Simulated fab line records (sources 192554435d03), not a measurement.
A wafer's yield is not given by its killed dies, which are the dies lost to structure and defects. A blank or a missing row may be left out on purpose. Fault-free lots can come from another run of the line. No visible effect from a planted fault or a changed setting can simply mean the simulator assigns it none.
fab line records + flow n5-finfet
[record]
- lots = 7
- wafers = 21
- last-day = 17
route steps=1938 shown BEOL_M11@1596 BEOL_M12@1602 PASSIVATION@1936
lots that met no fault: from a run of the same line without faults
start-h: hours from the record's first day to the start of the lot's first wafer shown + wait-h: time in hours since the lot's previous step + " unchanged from the row above + L1.1+2: a row that stands for several wafers + - value missing, or start not given + * or withheld: withheld + < > ~ a bound
route shown NAME@n: a module of which the file shows steps, and the number in the route of the first + usual: average and standard deviation across the fault-free wafers + same: alike in all rows + chamber/n: place in a boat + sites: each site's reading + _std_site: standard deviation across them + _edge_site: the outer-site mean with the inner-site mean subtracted + radius-mm: for every site, how far away it sits from the centre of the wafer + mask NAME#n: copy n + behind: the most recent tool/chamber to have shaped the wafer + hold: why the lot was held/for how many hours/how that ended + device: which transistor (n, p or np) failed to switch + end of line: the same wafers' tests at the end of the route + a step given without rows: its recipe and nothing more + killed: count of dies lost to structure and defects at first sort (not the wafer's yield) + map: the dies of a wafer, with x for killed, . for not killed, _ for no die there
set.NAME: the run value of the setting; set.NAME@STEP: its run value at that earlier step + model.NAME: the simulator's own value behind a step, which no gauge read
lots seen at some steps along the route; tables by step, rows by wafer
services: the hour from which a tool's chamber was out of use, counted from the record's first day as start-h (under 0 if before that day), plus the number of hours and why
[[steps]]
[step N5_BEOL_M11_CMP_52]
[recipe]
- stop-on = SiCOH_lowk
- t-overpolish-s = 7
- down-force-psi = 1
- platen-rpm = 50
- clearing-platen-down-force-psi = 1.5
- clearing-platen-rpm = 50
- post-cmp-clean = cu-alkaline
- target-thk-nm = 140
- clearing-platen-pad-velocity-m-s = 0.99484
- pad-velocity-m-s = 0.99484
[usual]
- barrier-field-endpoint-s = 28.6/0.6
- edge-zone-pressure-frac = 0.999/0.0053
- motor-current-A = 6.0/0.51
- overpolish-run-s = 7.000/0.009
- retaining-ring-pressure-frac = 1.000/0.0048
- slurry-flow-ml-min = 150.1/0.48
- time-to-endpoint-s = 65.6/2.6
| lot.wafer | tool   | chamber | start-h | wait-h | barrier-field-endpoint-s | edge-zone-pressure-frac | motor-current-A | overpolish-run-s | retaining-ring-pressure-frac | slurry-flow-ml-min | time-to-endpoint-s |
|-----------|--------|---------|---------|--------|--------------------------|-------------------------|-----------------|------------------|------------------------------|--------------------|--------------------|
| L743.4    | cmp-01 | 1       | 258.77  | 0.2    | 29.8                     | 0.990                   | 5.6             | 7.013            | 1.005                        | 150.4              | 70.4               |
| L743.2    | "      | 3       | "       | "      | 28.7                     | 1.006                   | 6.0             | 6.998            | 1.000                        | 149.6              | 65.7               |
| L743.6    | "      | 0       | "       | "      | 29.9                     | 1.009                   | 5.7             | 7.010            | 1.005                        | 150.2              | 68.9               |
| L746.1    | cmp-01 | 2       | 262.61  | 0.3    | 27.5                     | 0.999                   | 5.6             | 6.994            | 0.997                        | 150.1              | 60.6               |
| L746.2    | "      | 1       | "       | "      | 28.4                     | 0.997                   | 5.9             | 6.991            | 0.995                        | 150.0              | 61.6               |
| L746.6    | "      | 2       | "       | "      | 28.5                     | 0.999                   | 5.7             | 7.006            | 1.000                        | 150.2              | 63.7               |
| L751.3    | cmp-04 | 3       | 294.93  | 0.2    | 28.1                     | 0.998                   | 5.3             | 6.986            | 0.994                        | 150.3              | 60.5               |
| L751.4    | "      | 0       | "       | "      | 28.2                     | 1.000                   | 7.4             | 7.006            | 1.007                        | 150.5              | 61.7               |
| L751.5    | "      | 1       | "       | "      | 28.7                     | 0.996                   | 6.1             | 6.987            | 0.996                        | 150.0              | 69.5               |
| L752.4    | cmp-04 | 1       | 295.77  | 0.2    | 28.2                     | 1.004                   | 6.8             | 7.004            | 1.003                        | 149.8              | 61.7               |
| L752.5    | "      | 2       | "       | "      | 28.0                     | 1.009                   | 5.9             | 7.002            | 1.003                        | 151.0              | 60.9               |
| L752.6    | "      | 3       | "       | "      | 29.0                     | 1.002                   | 5.3             | 7.023            | 0.996                        | 150.5              | 61.5               |
| L753.2    | cmp-03 | 0       | 317.37  | 0.2    | 28.2                     | 1.001                   | 6.2             | 7.001            | 0.996                        | 149.9              | 64.8               |
| L753.3    | "      | 2       | "       | "      | 29.0                     | 1.005                   | 6.1             | 7.000            | 0.993                        | 150.2              | 70.8               |
| L753.6    | "      | 0       | "       | "      | 29.0                     | 1.001                   | 6.1             | 7.002            | 1.003                        | 150.0              | 65.7               |
| L756.3    | cmp-01 | 0       | 340.51  | 0.2    | 28.4                     | 0.992                   | 5.5             | 7.012            | 1.003                        | 149.5              | 64.9               |
| L756.4    | "      | 1       | "       | "      | 29.2                     | 0.997                   | 5.6             | 7.004            | 0.995                        | 151.2              | 66.5               |
| L756.5    | "      | 2       | "       | "      | 27.7                     | 1.004                   | 5.5             | 7.004            | 0.998                        | 150.0              | 61.9               |
| L758.2    | cmp-04 | 0       | 363.54  | 0.3    | 28.8                     | 1.004                   | 6.8             | 6.995            | 1.001                        | 150.2              | 67.8               |
| L758.1    | "      | 1       | "       | "      | 29.4                     | 1.003                   | 6.1             | 6.999            | 1.009                        | 149.9              | 66.5               |
| L758.5    | "      | 2       | "       | "      | 29.5                     | 1.004                   | 5.5             | 7.000            | 1.002                        | 149.4              | 66.9               |
[step N5_BEOL_M11_THK_MEAS_53]
[recipe]
- thk-meas-gauge = xrf
- reads = Cu_of_BEOL_M11_ECD_50
[usual]
- M11_THK = 140.6/2.4
| lot.wafer | tool          | chamber | start-h | wait-h | M11_THK[nm] |
|-----------|---------------|---------|---------|--------|-------------|
| L743.2    | film-metro-01 | -       | 259.03  | -      | 140.0       |
| L743.4    | "             | -       | "       | "      | 136.5       |
| L743.6    | "             | -       | "       | "      | 136.8       |
| L746.1    | film-metro-01 | -       | 262.91  | -      | 142.7       |
| L746.2    | "             | -       | "       | "      | 143.6       |
| L746.6    | "             | -       | "       | "      | 140.8       |
| L751.3    | film-metro-02 | -       | 295.16  | -      | 140.0       |
| L751.4    | "             | -       | "       | "      | 137.0       |
| L751.5    | "             | -       | "       | "      | 141.9       |
| L752.4    | film-metro-02 | -       | 295.95  | -      | 138.3       |
| L752.5    | "             | -       | "       | "      | 137.5       |
| L752.6    | "             | -       | "       | "      | 138.5       |
| L753.2    | film-metro-01 | -       | 317.66  | -      | 143.2       |
| L753.3    | "             | -       | "       | "      | 142.3       |
| L753.6    | "             | -       | "       | "      | 144.3       |
| L756.3    | film-metro-01 | -       | 340.73  | -      | 140.1       |
| L756.4    | "             | -       | "       | "      | 140.1       |
| L756.5    | "             | -       | "       | "      | 138.2       |
| L758.1    | film-metro-02 | -       | 363.76  | -      | 143.7       |
| L758.2    | "             | -       | "       | "      | 140.3       |
| L758.5    | "             | -       | "       | "      | 137.0       |
[step N5_BEOL_M11_PRE_CLEAN_55]
[recipe]
- gas = NH3
- time-s = 15
- temp-c = withheld
- rf-power-w = 300
[step N5_BEOL_M11_DEP_56]
[recipe]
- material = SiCN
- target-thk-a = 300
- temp-c = withheld
- precursor = 3MS/NH3
- pressure-torr = 3
- rf-w = 675
- time-s = 10.5
[usual]
- showerhead-plenum-p-Torr = 4.153/0.02
- throttle-valve-pct = 18.6/1.2
| lot.wafer | tool     | chamber | start-h | wait-h | showerhead-plenum-p-Torr | throttle-valve-pct |
|-----------|----------|---------|---------|--------|--------------------------|--------------------|
| L743.2    | pecvd-02 | 2       | 259.09  | 0.0    | 4.141                    | 18.5               |
| L743.4    | "        | 2       | "       | "      | 4.125                    | 18.7               |
| L743.6    | "        | 1       | "       | "      | 4.167                    | 20.0               |
| L746.1    | pecvd-02 | 2       | 262.97  | 0.0    | 4.132                    | 18.5               |
| L746.2    | "        | 0       | "       | "      | 4.128                    | 19.3               |
| L746.6    | "        | 1       | "       | "      | 4.161                    | 20.4               |
| L751.3    | pecvd-02 | 1       | 295.22  | 0.0    | 4.181                    | 20.1               |
| L751.4    | "        | 0       | "       | "      | 4.130                    | 19.5               |
| L751.5    | "        | 1       | "       | "      | 4.159                    | 19.9               |
| L752.4    | pecvd-02 | 1       | 296.03  | 0.0    | 4.171                    | 20.1               |
| L752.5    | "        | 2       | "       | "      | 4.141                    | 18.7               |
| L752.6    | "        | 0       | "       | "      | 4.123                    | 19.2               |
| L753.2    | pecvd-03 | 2       | 317.72  | 0.0    | 4.128                    | 15.8               |
| L753.3    | "        | 0       | "       | "      | 4.170                    | 17.5               |
| L753.6    | "        | 2       | "       | "      | 4.134                    | 15.7               |
| L756.3    | pecvd-02 | 0       | 340.79  | 0.0    | 4.125                    | 19.2               |
| L756.4    | "        | 1       | "       | "      | 4.172                    | 20.2               |
| L756.5    | "        | 2       | "       | "      | 4.140                    | 18.9               |
| L758.1    | pecvd-04 | 2       | 363.83  | 0.0    | 4.165                    | 16.9               |
| L758.2    | "        | 0       | "       | "      | 4.170                    | 19.7               |
| L758.5    | "        | 2       | "       | "      | 4.164                    | 17.2               |
[step N5_BEOL_M11_RS_MEAS_57]
[recipe]
- thk-meas-gauge = four-point-probe
- reads = Cu_of_BEOL_M11_ECD_50+Co_of_BEOL_M11_CVD_75+TaN_of_BEOL_M11_ALD_74
[usual]
- M11_RS = 0.1511/0.0027
| lot.wafer | tool          | chamber | start-h | wait-h | M11_RS[ohm/sq] |
|-----------|---------------|---------|---------|--------|----------------|
| L743.2    | film-metro-02 | -       | 259.16  | 0.0    | 0.1507         |
| L743.4    | "             | -       | "       | "      | 0.1547         |
| L743.6    | "             | -       | "       | "      | 0.1544         |
| L746.1    | film-metro-01 | -       | 263.03  | 0.0    | 0.1469         |
| L746.2    | "             | -       | "       | "      | 0.1472         |
| L746.6    | "             | -       | "       | "      | 0.1495         |
| L751.3    | film-metro-02 | -       | 295.28  | 0.0    | 0.1525         |
| L751.4    | "             | -       | "       | "      | 0.1572         |
| L751.5    | "             | -       | "       | "      | 0.1502         |
| L752.4    | film-metro-01 | -       | 296.08  | 0.0    | 0.1549         |
| L752.5    | "             | -       | "       | "      | 0.1560         |
| L752.6    | "             | -       | "       | "      | 0.1546         |
| L753.2    | film-metro-02 | -       | 317.79  | 0.0    | 0.1501         |
| L753.3    | "             | -       | "       | "      | 0.1513         |
| L753.6    | "             | -       | "       | "      | 0.1485         |
| L756.3    | film-metro-01 | -       | 340.85  | 0.0    | 0.1490         |
| L756.4    | "             | -       | "       | "      | 0.1495         |
| L756.5    | "             | -       | "       | "      | 0.1519         |
| L758.1    | film-metro-01 | -       | 363.89  | 0.0    | 0.1478         |
| L758.2    | "             | -       | "       | "      | 0.1513         |
| L758.5    | "             | -       | "       | "      | 0.1557         |
[step N5_BEOL_M11_INSPECT_58]
[recipe]
- inspect-instrument = darkfield
- mode = post-dep
[usual]
- raw-defect-count = 85/29
| lot.wafer | tool              | chamber | start-h | wait-h | raw-defect-count |
|-----------|-------------------|---------|---------|--------|------------------|
| L743.2    | defect-inspect-02 | -       | 259.18  | 0.0    | 99               |
| L743.4    | "                 | -       | "       | "      | 94               |
| L743.6    | "                 | -       | "       | "      | 130              |
| L746.1    | defect-inspect-02 | -       | 263.06  | 0.0    | 51               |
| L746.2    | "                 | -       | "       | "      | 47               |
| L746.6    | "                 | -       | "       | "      | 91               |
| L751.3    | defect-inspect-01 | -       | 295.31  | 0.0    | 63               |
| L751.4    | "                 | -       | "       | "      | 78               |
| L751.5    | "                 | -       | "       | "      | 66               |
| L752.4    | defect-inspect-01 | -       | 296.10  | 0.0    | 82               |
| L752.5    | "                 | -       | "       | "      | 120              |
| L752.6    | "                 | -       | "       | "      | 55               |
| L753.2    | defect-inspect-01 | -       | 317.81  | 0.0    | 57               |
| L753.3    | "                 | -       | "       | "      | 45               |
| L753.6    | "                 | -       | "       | "      | 60               |
| L756.3    | defect-inspect-02 | -       | 340.88  | 0.0    | 153              |
| L756.4    | "                 | -       | "       | "      | 92               |
| L756.5    | "                 | -       | "       | "      | 92               |
| L758.1    | defect-inspect-01 | -       | 363.92  | 0.0    | 189              |
| L758.2    | "                 | -       | "       | "      | 108              |
| L758.5    | "                 | -       | "       | "      | 116              |
[step N5_BEOL_M12_ILD_DEP_00]
[recipe]
- material = SiOC
- target-thk-a = 6589.2
- temp-c = 350
- precursor = DEMS/O2
- pressure-torr = 5
- rf-w = 500
- time-s = 130.7
[usual]
- heater-power-w = 454/47
- showerhead-plenum-p-Torr = 5.696/0.013
- throttle-valve-pct = 12.2/0.76
| lot.wafer | tool     | chamber | start-h | wait-h | heater-power-w | showerhead-plenum-p-Torr | throttle-valve-pct |
|-----------|----------|---------|---------|--------|----------------|--------------------------|--------------------|
| L743.2    | pecvd-01 | 2       | 259.22  | 0.0    | 402            | 5.693                    | 12.4               |
| L743.4    | "        | 1       | "       | "      | 545            | 5.701                    | 12.9               |
| L743.6    | "        | 0       | "       | "      | 360            | 5.719                    | 12.4               |
| L746.1    | pecvd-04 | 1       | 263.10  | 0.0    | 483            | 5.694                    | 12.7               |
| L746.2    | "        | 2       | "       | "      | 441            | 5.691                    | 10.9               |
| L746.6    | "        | 2       | "       | "      | 452            | 5.693                    | 11.0               |
| L751.3    | pecvd-04 | 0       | 295.34  | 0.0    | 438            | 5.690                    | 13.0               |
| L751.4    | "        | 2       | "       | "      | 464            | 5.693                    | 11.2               |
| L751.5    | "        | 1       | "       | "      | 477            | 5.681                    | 12.8               |
| L752.4    | pecvd-04 | 1       | 296.19  | 0.1    | 546            | 5.690                    | 12.5               |
| L752.5    | "        | 0       | "       | "      | 438            | 5.707                    | 12.9               |
| L752.6    | "        | 2       | "       | "      | 440            | 5.698                    | 11.1               |
| L753.2    | pecvd-03 | 0       | 317.85  | 0.0    | 483            | 5.693                    | 11.6               |
| L753.3    | "        | 2       | "       | "      | 446            | 5.675                    | 10.5               |
| L753.6    | "        | 1       | "       | "      | 493            | 5.704                    | 11.7               |
| L756.3    | pecvd-04 | 0       | 340.91  | 0.0    | 454            | 5.696                    | 12.9               |
| L756.4    | "        | 1       | "       | "      | 434            | 5.681                    | 12.7               |
| L756.5    | "        | 0       | "       | "      | 365            | 5.701                    | 12.8               |
| L758.1    | pecvd-03 | 2       | 363.95  | 0.0    | 434            | 5.664                    | 10.6               |
| L758.2    | "        | 1       | "       | "      | 473            | 5.697                    | 11.7               |
| L758.5    | "        | 2       | "       | "      | 482            | 5.672                    | 10.8               |
[step N5_BEOL_M12_THK_MEAS_01]
[recipe]
- reads = SiOC_of_BEOL_M12_ILD_DEP_00
[usual]
- M12_ILD_THK = 658/7.7
| lot.wafer | tool          | chamber | start-h | wait-h | M12_ILD_THK[nm] |
|-----------|---------------|---------|---------|--------|-----------------|
| L743.2    | film-metro-01 | -       | 259.35  | 0.1    | 654             |
| L743.4    | "             | -       | "       | "      | 665             |
| L743.6    | "             | -       | "       | "      | 672             |
| L746.1    | film-metro-01 | -       | 263.23  | 0.1    | 650             |
| L746.2    | "             | -       | "       | "      | 657             |
| L746.6    | "             | -       | "       | "      | 662             |
| L751.3    | film-metro-02 | -       | 295.47  | 0.1    | 655             |
| L751.4    | "             | -       | "       | "      | 664             |
| L751.5    | "             | -       | "       | "      | 670             |
| L752.4    | film-metro-02 | -       | 296.27  | 0.0    | 666             |
| L752.5    | "             | -       | "       | "      | 662             |
| L752.6    | "             | -       | "       | "      | 655             |
| L753.2    | film-metro-01 | -       | 317.98  | 0.1    | 648             |
| L753.3    | "             | -       | "       | "      | 651             |
| L753.6    | "             | -       | "       | "      | 650             |
| L756.3    | film-metro-01 | -       | 341.04  | 0.1    | 651             |
| L756.4    | "             | -       | "       | "      | 657             |
| L756.5    | "             | -       | "       | "      | 662             |
| L758.1    | film-metro-02 | -       | 364.08  | 0.1    | 658             |
| L758.2    | "             | -       | "       | "      | 648             |
| L758.5    | "             | -       | "       | "      | 659             |
[step N5_BEOL_M12_COAT_58]
[recipe]
- resist = BARC
- temp-c = 205
- time-s = 60
- spin-rpm = 1500
- resist-thk-nm = 89
[step N5_BEOL_M12_COAT_04]
[recipe]
- spin-rpm = 1625
- resist-thk-nm = 400
[step N5_BEOL_M12_EBR_06]
[recipe]
- solvent = PGMEA
- ebr-width-mm = 1.5
[step N5_BEOL_M12_SOFTBAKE_05]
[recipe]
- temp-c = 130
- time-s = 60
[step N5_BEOL_M12_EXPOSE_07]
[recipe]
- mask-id = V11
- na = 0.93
- source-shape = conventional
- sigma-outer = 0.6
- polarization = unpolarized
- attpsm-phase-deg = 180
- dose-mj = 32.5
[usual]
- exposure-dose-mJ-cm2 = 32.47/0.031
| lot.wafer | tool           | chamber | start-h | wait-h | mask  | exposure-dose-mJ-cm2 |
|-----------|----------------|---------|---------|--------|-------|----------------------|
| L743.2    | krf-scanner-02 | 0       | 259.62  | -      | V11#0 | 32.47                |
| L743.4    | "              | 0       | "       | "      | V11#0 | 32.49                |
| L743.6    | "              | 0       | "       | "      | V11#0 | 32.46                |
| L746.1    | krf-scanner-01 | 0       | 263.48  | -      | V11#0 | 32.42                |
| L746.2    | "              | 0       | "       | "      | V11#0 | 32.41                |
| L746.6    | "              | 0       | "       | "      | V11#0 | 32.49                |
| L751.3    | krf-scanner-02 | 0       | 295.74  | -      | V11#0 | 30.92                |
| L751.4    | "              | 0       | "       | "      | V11#0 | 30.88                |
| L751.5    | "              | 0       | "       | "      | V11#0 | 30.90                |
| L752.4    | krf-scanner-02 | 0       | 299.96  | -      | V11#0 | 31.22                |
| L752.5    | "              | 0       | "       | "      | V11#0 | 31.18                |
| L752.6    | "              | 0       | "       | "      | V11#0 | 31.24                |
| L753.2    | krf-scanner-02 | 0       | 318.12  | -      | V11#0 | 31.47                |
| L753.3    | "              | 0       | "       | "      | V11#0 | 31.44                |
| L753.6    | "              | 0       | "       | "      | V11#0 | 31.46                |
| L756.3    | krf-scanner-01 | 0       | 341.19  | -      | V11#0 | 32.51                |
| L756.4    | "              | 0       | "       | "      | V11#0 | 32.47                |
| L756.5    | "              | 0       | "       | "      | V11#0 | 32.50                |
| L758.1    | krf-scanner-01 | 0       | 364.34  | -      | V11#0 | 32.47                |
| L758.2    | "              | 0       | "       | "      | V11#0 | 32.46                |
| L758.5    | "              | 0       | "       | "      | V11#0 | 32.48                |
[step N5_BEOL_M12_PEB_08]
[recipe]
- peb-temp-c = 130
- peb-time-s = 90
[step N5_PASSIVATION_PROBE_49]
[usual]
- defect-limited-yield = 91.3/1.4
- killed_at_M0_to_M3 = 35/11
- killed_at_M4_up = 14/5.4
- killed-at-contacts = 12/6.2
- killed-at-front-end = 38/11
- killed-at-other = 4.1/2.8
- killed-dies = 103/17
- killed-open = 66/13
- killed-short = 34/8.2
- sort_bin_5_function = 5.1/0.89
- sort_bin_6_memory = 3.3/0.72
- sort-n-pass = 1077/17
- sort-yield-pct = 91.3/1.4
[same]
- gross-dies = 1180
- killed-at-back-side = 0
- sort_bin_4_leakage[%] = 0
- sort_bin_8_speed[%] = 0
| lot.wafer | tool      | chamber | start-h | wait-h | defect-limited-yield[%] | killed_at_M0_to_M3 | killed_at_M4_up | killed-at-contacts | killed-at-front-end | killed-at-other | killed-dies | killed-open | killed-short | sort_bin_5_function[%] | sort_bin_6_memory[%] | sort-n-pass | sort-yield-pct[%] |
|-----------|-----------|---------|---------|--------|-------------------------|--------------------|-----------------|--------------------|---------------------|-----------------|-------------|-------------|--------------|------------------------|----------------------|-------------|-------------------|
| L743.2    | prober-01 | -       | 294.27  | 0.7    | 90.2                    | 32                 | 6               | 17                 | 51                  | 10              | 116         | 76          | 34           | 5.6                    | 3.8                  | 1064        | 90.2              |
| L743.4    | prober-01 | -       | 294.37  | 0.8    | 90.6                    | 18                 | 8               | 19                 | 55                  | 11              | 111         | 76          | 32           | 5.5                    | 3.6                  | 1069        | 90.6              |
| L743.6    | prober-01 | -       | 294.47  | 0.9    | 91.1                    | 27                 | 11              | 12                 | 47                  | 8               | 105         | 66          | 33           | 4.7                    | 3.7                  | 1075        | 91.1              |
| L746.1    | prober-01 | -       | 306.64  | 0.0    | 89.6                    | 58                 | 20              | 17                 | 22                  | 6               | 123         | 81          | 39           | 5.8                    | 4.2                  | 1057        | 89.6              |
| L746.2    | prober-01 | -       | 306.69  | 0.1    | 91.3                    | 46                 | 17              | 23                 | 16                  | 1               | 103         | 75          | 27           | 5.7                    | 2.6                  | 1077        | 91.3              |
| L746.6    | prober-01 | -       | 306.89  | 0.3    | 90.2                    | 39                 | 17              | 10                 | 43                  | 7               | 116         | 71          | 42           | 5.8                    | 3.8                  | 1064        | 90.2              |
| L753.2    | prober-02 | -       | 363.01  | 0.1    | 91.1                    | 34                 | 10              | 12                 | 43                  | 6               | 105         | 72          | 32           | 4.8                    | 3.6                  | 1075        | 91.1              |
| L753.3    | prober-02 | -       | 363.06  | 0.1    | 90.9                    | 22                 | 23              | 8                  | 50                  | 4               | 107         | 71          | 35           | 5.0                    | 3.9                  | 1073        | 90.9              |
| L753.6    | prober-02 | -       | 363.21  | 0.3    | 90.3                    | 38                 | 10              | 14                 | 46                  | 6               | 114         | 72          | 42           | 5.8                    | 3.6                  | 1066        | 90.3              |
| L756.3    | prober-01 | -       | 383.39  | 0.1    | 91.4                    | 29                 | 8               | 11                 | 52                  | 1               | 101         | 68          | 30           | 4.9                    | 3.5                  | 1079        | 91.4              |
| L756.4    | prober-01 | -       | 383.44  | 0.2    | 93.5                    | 24                 | 6               | 7                  | 39                  | 1               | 77          | 46          | 27           | 3.9                    | 2.5                  | 1103        | 93.5              |
| L756.5    | prober-01 | -       | 383.49  | 0.2    | 93.6                    | 20                 | 13              | 8                  | 29                  | 5               | 75          | 46          | 28           | 4.2                    | 1.9                  | 1105        | 93.6              |
| L758.1    | prober-02 | -       | 410.95  | 0.0    | 90.8                    | 25                 | 10              | 7                  | 66                  | 1               | 109         | 81          | 26           | 5.3                    | 3.6                  | 1071        | 90.8              |
| L758.2    | prober-02 | -       | 411.00  | 0.1    | 90.3                    | 49                 | 5               | 3                  | 58                  | 0               | 115         | 87          | 25           | 5.7                    | 3.8                  | 1065        | 90.3              |
| L758.5    | prober-02 | -       | 411.15  | 0.2    | 92.3                    | 31                 | 6               | 6                  | 46                  | 2               | 91          | 59          | 30           | 5.1                    | 2.5                  | 1089        | 92.3              |
// killed by level:class
L743.2 MOL_CONTACT_COAG:geometric-particle:open=15 DUMMY_GATE:geometric-particle:open=12 BEOL_M2:geometric-particle:open=12 FIN_SAQP:geometric-particle:short=9 FIN_SAQP:geometric-particle:open=5 BEOL_M0_SAQP:geometric-particle:open=5 ILD0:geometric-particle:short=4 BEOL_M2:geometric-particle:short=4
L743.4 STI_FIN_REVEAL:geometric-particle:open=18 MOL_CONTACT_COAG:geometric-particle:open=13 BEOL_M2:geometric-particle:open=7 GATE_CUT:geometric-particle:open=6 MOL_CONTACT_COAG:geometric-particle:short=6 DUMMY_GATE:geometric-particle:open=5 PAD_METAL:geometric-particle:open=5 ILD0:geometric-particle:short=4
L743.6 FIN_SAQP:geometric-particle:open=14 MOL_CONTACT_COAG:geometric-particle:open=11 BEOL_M2:geometric-particle:open=10 BEOL_M0_SAQP:geometric-particle:short=7 FIN_SAQP:geometric-particle:short=6 STI_FIN_REVEAL:geometric-particle:open=6 ILD0:geometric-particle:short=4 BEOL_M0_SAQP:geometric-particle:open=4
L746.1 BEOL_M0_SAQP:geometric-particle:short=16 MOL_CONTACT_COAG:geometric-particle:open=15 BEOL_M0_SAQP:geometric-particle:open=14 BEOL_M4:geometric-particle:open=13 BEOL_M3:geometric-particle:open=7 BEOL_M2:geometric-particle:open=7 BEOL_M1:geometric-particle:open=5 DUMMY_GATE:geometric-particle:open=4
L746.2 MOL_CONTACT_COAG:geometric-particle:open=19 BEOL_M2:geometric-particle:open=9 BEOL_M0_SAQP:geometric-particle:open=9 BEOL_M0:geometric-particle:open=8 BEOL_M4:geometric-particle:open=8 STI_FIN_REVEAL:geometric-particle:open=7 BEOL_M1:geometric-particle:open=6 FIN_SAQP:geometric-particle:short=4
L746.6 DUMMY_GATE:geometric-particle:open=10 BEOL_M0_SAQP:geometric-particle:short=10 BEOL_M3:geometric-particle:open=9 MOL_CONTACT_COAG:geometric-particle:open=8 FIN_SAQP:geometric-particle:short=6 FIN_SAQP:geometric-particle:open=6 BEOL_M0_SAQP:geometric-particle:open=6 GATE_CUT:geometric-particle:short=5
L753.2 STI_FIN_REVEAL:geometric-particle:open=14 BEOL_M0_SAQP:geometric-particle:open=11 MOL_CONTACT_COAG:geometric-particle:open=10 BEOL_M0_SAQP:geometric-particle:short=9 STARTING-WAFER:geometric-particle:open=7 BEOL_M4:geometric-particle:open=6 FIN_SAQP:geometric-particle:open=4 STI_FIN_REVEAL:geometric-particle:short=4
L753.3 STI_FIN_REVEAL:geometric-particle:open=15 BEOL_M4:geometric-particle:open=14 FIN_SAQP:geometric-particle:open=7 FIN_SAQP:geometric-particle:short=6 MOL_CONTACT_COAG:geometric-particle:open=6 BEOL_M0_SAQP:geometric-particle:open=6 GATE_CUT:geometric-particle:short=5 DUMMY_GATE:geometric-particle:open=4
L753.6 MOL_CONTACT_COAG:geometric-particle:open=11 FIN_SAQP:geometric-particle:open=8 BEOL_M3:geometric-particle:open=8 FIN_SAQP:geometric-particle:short=6 STI_FIN_REVEAL:geometric-particle:open=6 BEOL_M0_SAQP:geometric-particle:open=6 BEOL_M1:geometric-particle:open=6 STI_FIN_REVEAL:geometric-particle:short=5
L756.3 FIN_SAQP:geometric-particle:open=12 BEOL_M2:geometric-particle:open=12 BEOL_M0_SAQP:geometric-particle:open=9 MOL_CONTACT_COAG:geometric-particle:open=8 GATE_CUT:geometric-particle:short=7 FIN_CUT:geometric-particle:short=6 STI_FIN_REVEAL:geometric-particle:open=5 GATE_CUT:geometric-particle:open=5
L756.4 FIN_SAQP:geometric-particle:short=7 FIN_SAQP:geometric-particle:open=7 STI_FIN_REVEAL:geometric-particle:open=7 BEOL_M1:geometric-particle:open=6 MOL_CONTACT_COAG:geometric-particle:open=6 BEOL_M2:geometric-particle:open=4 BEOL_M3:geometric-particle:open=4 FIN_CUT:geometric-particle:short=3
L756.5 MOL_CONTACT_COAG:geometric-particle:open=7 GATE_CUT:geometric-particle:short=5 BEOL_M2:geometric-particle:open=5 BEOL_M0_SAQP:geometric-particle:short=4 BEOL_M1:geometric-particle:open=4 BEOL_M8:geometric-particle:open=4 STARTING-WAFER:geometric-particle:short=4 FIN_SAQP:geometric-particle:short=3
L758.1 STI_FIN_REVEAL:geometric-particle:open=27 FIN_SAQP:geometric-particle:open=12 BEOL_M3:geometric-particle:open=11 FIN_SAQP:geometric-particle:short=10 MOL_CONTACT_COAG:geometric-particle:open=5 BEOL_M0_SAQP:geometric-particle:open=4 BEOL_M7:geometric-particle:open=3 STI_FIN_REVEAL:geometric-particle:short=3
L758.2 FIN_SAQP:geometric-particle:open=23 BEOL_M3:geometric-particle:open=20 BEOL_M1:geometric-particle:open=10 STI_FIN_REVEAL:geometric-particle:open=9 FIN_SAQP:geometric-particle:short=7 DUMMY_GATE:geometric-particle:open=7 BEOL_M0_SAQP:geometric-particle:open=7 BEOL_M0_SAQP:geometric-particle:short=5
L758.5 FIN_SAQP:geometric-particle:open=16 BEOL_M3:geometric-particle:open=9 BEOL_M1:geometric-particle:open=8 GATE_CUT:geometric-particle:short=8 STI_FIN_REVEAL:geometric-particle:open=6 MOL_CONTACT_COAG:geometric-particle:open=6 BEOL_M0_SAQP:geometric-particle:short=6 DUMMY_GATE:geometric-particle:open=5
[[services]]
| tool           | chamber | start-h | hours | kind                           |
|----------------|---------|---------|-------|--------------------------------|
| krf-scanner-02 | -       | 243.47  | 1.3   | pm                             |
| pecvd-04       | -       | 249.40  | 0.3   | repair                         |
| cmp-01         | -       | 264.83  | 4.0   | pm                             |
| pecvd-03       | 1       | 266.26  | 5.0   | scheduled-down                 |
| pecvd-04       | 0       | 267.41  | 5.0   | scheduled-down                 |
| krf-scanner-02 | -       | 267.82  | 0.8   | pm                             |
| cmp-01         | -       | 268.83  | -     | consumable-replace:conditioner |
| cmp-01         | -       | 268.83  | -     | consumable-replace:pad         |
| pecvd-02       | -       | 274.24  | 0.2   | repair                         |
| pecvd-02       | -       | 274.66  | 5.5   | pm                             |
| krf-scanner-01 | -       | 276.64  | 1.3   | pm                             |
| pecvd-01       | 1       | 277.97  | 7.5   | repair                         |
| cmp-01         | -       | 278.43  | 11.6  | pm                             |
| krf-scanner-02 | 0       | 280.34  | -     | calibration                    |
| cmp-03         | -       | 288.57  | 3.1   | pm                             |
| krf-scanner-01 | -       | 290.00  | 0.8   | pm                             |
| pecvd-04       | -       | 292.55  | 1.2   | repair                         |
| pecvd-03       | -       | 294.43  | 10.2  | repair                         |
| cmp-04         | -       | 299.89  | 2.2   | repair                         |
| cmp-01         | -       | 333.78  | 6.5   | pm                             |
| krf-scanner-02 | -       | 335.91  | 5.4   | repair                         |
| cmp-04         | -       | 341.87  | 7.1   | pm                             |
| pecvd-02       | 2       | 349.91  | 6.0   | repair                         |
| cmp-04         | -       | 349.96  | 3.6   | repair                         |
[[key]]
[first-sign]
- step = N5_BEOL_M12_EXPOSE_07
- reading = exposure-dose-mJ-cm2
- direction = down
- sigmas = 41
- usual = 32.47
- struck = 31.19
effect none on later readings
met-at N5_BEOL_M12_EXPOSE_07
struck-wafers L751.3,L751.4,L751.5,L752.4,L752.5,L752.6,L753.2,L753.3,L753.6
[loop-trim]
- step = N5_BEOL_M12_EXPOSE_07
- setting = dose
- lots = L752,L753
onset-between 259.62 295.74
[fault]
- kind = process-parameter-drift
- tool = krf-scanner-02
- chamber = -
- onset-h = 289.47
- steps = N5_BEOL_M12_EXPOSE_07
- channel = dose-mj
- offset = -1.5744
- shape = step
- acts-in = these-recipes-only
- stated = 32.5
// loop-trim: a control loop set the setting to another value than it would have without faults
